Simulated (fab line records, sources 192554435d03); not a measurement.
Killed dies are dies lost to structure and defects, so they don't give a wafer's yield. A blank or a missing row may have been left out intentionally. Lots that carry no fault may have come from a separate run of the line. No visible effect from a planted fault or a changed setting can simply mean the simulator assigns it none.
Matching of chambers ; flow n5_finfet ; N5_HKMG_FIN_STRIP_89 on rie_diel-02: 4 sister chambers
The step strips SOC in N2/H2, time 20 s. 8 wafers are shown with their chamber, then 7 later ones without.

## WAFERS WITH THEIR CHAMBER
wafer;chamber;throttle_valve_pct (%);oes_product_au (a.u.)
L081.5;1;18.6;0.99
L087.4;2;19.7;0.81
L087.5;3;18.6;0.93
L088.1;0;18.6;0.70
L088.3;3;18.6;0.92
L088.6;0;18.6;0.70
L091.1;1;18.7;0.91
L091.5;2;19.7;0.81

## WAFERS WHOSE CHAMBER IS MISSING
wafer;throttle_valve_pct (%);oes_product_au (a.u.)
L091.6;18.6;0.92
L093.2;18.7;0.91
L093.4;19.7;0.80
L093.5;18.7;0.90
L096.2;18.7;0.70
L096.4;18.6;0.91
L096.6;18.6;0.91

## EACH ONE'S CHAMBER
wafer;from the rows above;in truth
L091.6;can't be placed: 3 or 1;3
L093.2;can't be placed: 1 or 3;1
L093.4;2;2
L093.5;can't be placed: 1 or 3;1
L096.2;0;0
L096.4;can't be placed: 3 or 1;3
L096.6;can't be placed: 3 or 1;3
Placed correctly: 2 of 7. Cannot be placed on the basis of these rows: 5; the candidates contain the true chamber in 5. Wrongly placed: 0.
How it was worked out, from the rows above alone: a wafer's distance from a chamber is the root of the sum, over the readings, of the square of ((its reading less the chamber's mean) divided by the reading's scatter). The wafer belongs to the nearest chamber; if the next one is less than 2 further off, it can't be placed. For every chamber, the mean is computed from those of its wafers that are shown. How the scatter is found: for the shown wafers, subtract from each reading the mean of its chamber, square and add these, divide the total by (wafers less chambers), then take the root.
